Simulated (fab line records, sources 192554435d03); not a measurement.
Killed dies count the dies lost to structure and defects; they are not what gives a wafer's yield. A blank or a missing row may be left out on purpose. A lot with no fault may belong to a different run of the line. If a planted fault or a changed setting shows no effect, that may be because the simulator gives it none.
Chamber matching / flow n5_finfet / 4 sister chambers for N5_HKMG_FIN_ALD_21 on ald_metal-03
The step deposits TiN, target thk 1.5 nm, pulse time 1 s, purge time 3 s. 4 wafers are shown with their chamber, then 12 later ones without.

WAFERS PAIRED WITH THEIR CHAMBERS
wafer=L084.6; chamber=1; heater_power_w (W)=813
wafer=L088.1; chamber=0; heater_power_w (W)=777
wafer=L088.2; chamber=3; heater_power_w (W)=1044
wafer=L088.3; chamber=2; heater_power_w (W)=831

WAFERS WITH NO CHAMBER GIVEN
wafer=L088.4; heater_power_w (W)=1011
wafer=L088.5; heater_power_w (W)=817
wafer=L088.6; heater_power_w (W)=787
wafer=L091.1; heater_power_w (W)=1021
wafer=L091.2; heater_power_w (W)=831
wafer=L091.3; heater_power_w (W)=775
wafer=L091.4; heater_power_w (W)=814
wafer=L091.5; heater_power_w (W)=1023
wafer=L091.6; heater_power_w (W)=794
wafer=L096.1; heater_power_w (W)=782
wafer=L096.2; heater_power_w (W)=1050
wafer=L096.6; heater_power_w (W)=795

THE CHAMBER EACH PASSED THROUGH
wafer=L088.4; from the rows above=3; in truth=3
wafer=L088.5; from the rows above=can't be placed: 1 or 2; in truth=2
wafer=L088.6; from the rows above=can't be placed: 0 or 1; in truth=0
wafer=L091.1; from the rows above=3; in truth=3
wafer=L091.2; from the rows above=can't be placed: 2 or 1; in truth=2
wafer=L091.3; from the rows above=0; in truth=0
wafer=L091.4; from the rows above=can't be placed: 1 or 2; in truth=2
wafer=L091.5; from the rows above=3; in truth=3
wafer=L091.6; from the rows above=can't be placed: 0 or 1 or 2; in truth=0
wafer=L096.1; from the rows above=can't be placed: 0 or 1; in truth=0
wafer=L096.2; from the rows above=3; in truth=3
wafer=L096.6; from the rows above=can't be placed: 0 or 1 or 2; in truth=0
Correctly placed: 5 of 12. Unplaceable from these rows: 7, with the true chamber sitting among the candidates in 7. Number placed wrongly: 0.
How it was worked out, from the rows above alone: a wafer's distance from a chamber is the root of the sum, over the readings, of the square of ((its reading less the chamber's mean) divided by the reading's scatter). If the next closest chamber is less than 2 further off than the closest, the wafer can't be placed; otherwise it belongs to the closest. For every chamber, the mean is computed from those of its wafers that are shown. The scatter: with one shown wafer a chamber, the root of the mean of the squares of how far each hidden wafer lies from its nearest shown one.
